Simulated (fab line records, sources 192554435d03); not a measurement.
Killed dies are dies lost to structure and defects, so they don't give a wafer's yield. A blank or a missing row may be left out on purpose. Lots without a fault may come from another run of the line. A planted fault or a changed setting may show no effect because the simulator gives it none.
One fault seen from 3 desks | flow n5_finfet | each desk has only its own numbers; what lay behind them comes last

THE DEFECT DESK
What the inspections along the route counted, lot by lot: means of the sampled wafers that have a number. A lot is out of limits, marked OUT, if its mean lies more than 4 standard deviations from the usual mean; the brackets give that distance.
Columns: A = raw_defect_count at N5_BEOL_M6_INSPECT_58, usual 70; B = raw_defect_count at N5_BEOL_M7_INSPECT_13, usual 371
lot  | first seen here | A             | B
L479 | day 8 18:03     | 71            | 355
L484 | day 9 20:07     | 43            | 309
L485 | day 9 23:34     | 94            | 396
L487 | day 10 02:44    | 529 (+21) OUT | 857 (+5.7) OUT
L486 | day 10 06:27    | 523 (+21) OUT | 902 (+6.2) OUT
L488 | day 10 08:27    | 521 (+21) OUT | 886 (+6.0) OUT
L497 | day 14 13:50    | 45            | 365
L496 | day 15 02:58    | 78            | 375
L491 | day 15 19:25    | 67            | 336
L502 | day 15 23:29    | 72            | 358
This desk's finding: out of limits on L486, L487, L488; first on L487, day 10 02:44 (raw_defect_count at N5_BEOL_M6_INSPECT_58). In limits: L479, L484, L485, L497, L496, L491, L502.

THE TOOL OWNER'S DESK: pecvd-03
The tool's own readings at N5_BEOL_M6_DEP_56 (deposits SiCN from 3MS/NH3, target thk 10 nm, time 17.5 s): means of the sampled wafers that have a number, for each lot that ran on this tool. A lot is out of limits, marked OUT, if its mean lies more than 4 standard deviations from the usual mean; the brackets give that distance.
Columns: A = showerhead_plenum_p_Torr at N5_BEOL_M6_DEP_56, usual 3.664 Torr; B = throttle_valve_pct at N5_BEOL_M6_DEP_56, usual 9.3 %
lot  | first seen here | A     | B
L484 | day 9 20:00     | 3.674 | 9.4
L485 | day 9 23:28     | 3.664 | 9.3
L487 | day 10 02:38    | 3.666 | 9.5
L486 | day 10 06:21    | 3.668 | 9.3
L488 | day 10 08:22    | 3.670 | 9.4
L497 | day 14 13:44    | 3.665 | 9.5
L496 | day 15 02:52    | 3.665 | 9.3
L491 | day 15 19:19    | 3.667 | 9.5
L502 | day 15 23:24    | 3.664 | 9.7
This desk's finding: nothing out of limits on any of the 9 lots.

THE METROLOGY DESK
What the gauges read, lot by lot, whatever tool the lot ran on: means of the sampled wafers that have a number. A lot is out of limits, marked OUT, if its mean lies more than 4 standard deviations from the usual mean; the brackets give that distance.
Columns: A = trench_depth_nm at N5_BEOL_M6_OCD_MEAS_38, usual 95.1 nm
lot  | first seen here | A
L479 | day 8 13:29     | 93.0
L484 | day 9 17:34     | 96.4
L485 | day 9 20:57     | 96.4
L487 | day 10 00:11    | 96.9
L486 | day 10 04:23    | 93.1
L488 | day 10 06:24    | 96.9
L497 | day 14 09:43    | 95.1
L496 | day 14 23:19    | 95.9
L491 | day 15 16:25    | 97.2
L502 | day 15 20:50    | 94.5
This desk's finding: nothing out of limits on any of the 10 lots.

PUT TOGETHER
The defect desk could have raised an alarm at day 10 02:44, on L486, L487, L488.
The tool owner's desk saw nothing out of limits.
The metrology desk saw nothing out of limits.
The tool owner's desk has L486, L487, L488 on record, within its limits.
The metrology desk has L486, L487, L488 on record, within its limits.
Of the lots named, all ran N5_BEOL_M6_DEP_56 on pecvd-03.

WHAT THE SIMULATOR HAD PUT IN
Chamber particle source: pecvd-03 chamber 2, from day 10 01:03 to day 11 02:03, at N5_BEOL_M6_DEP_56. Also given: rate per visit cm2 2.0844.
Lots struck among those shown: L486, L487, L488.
Hours from the fault's start to each desk's first reading out of limits: the defect desk, 2.
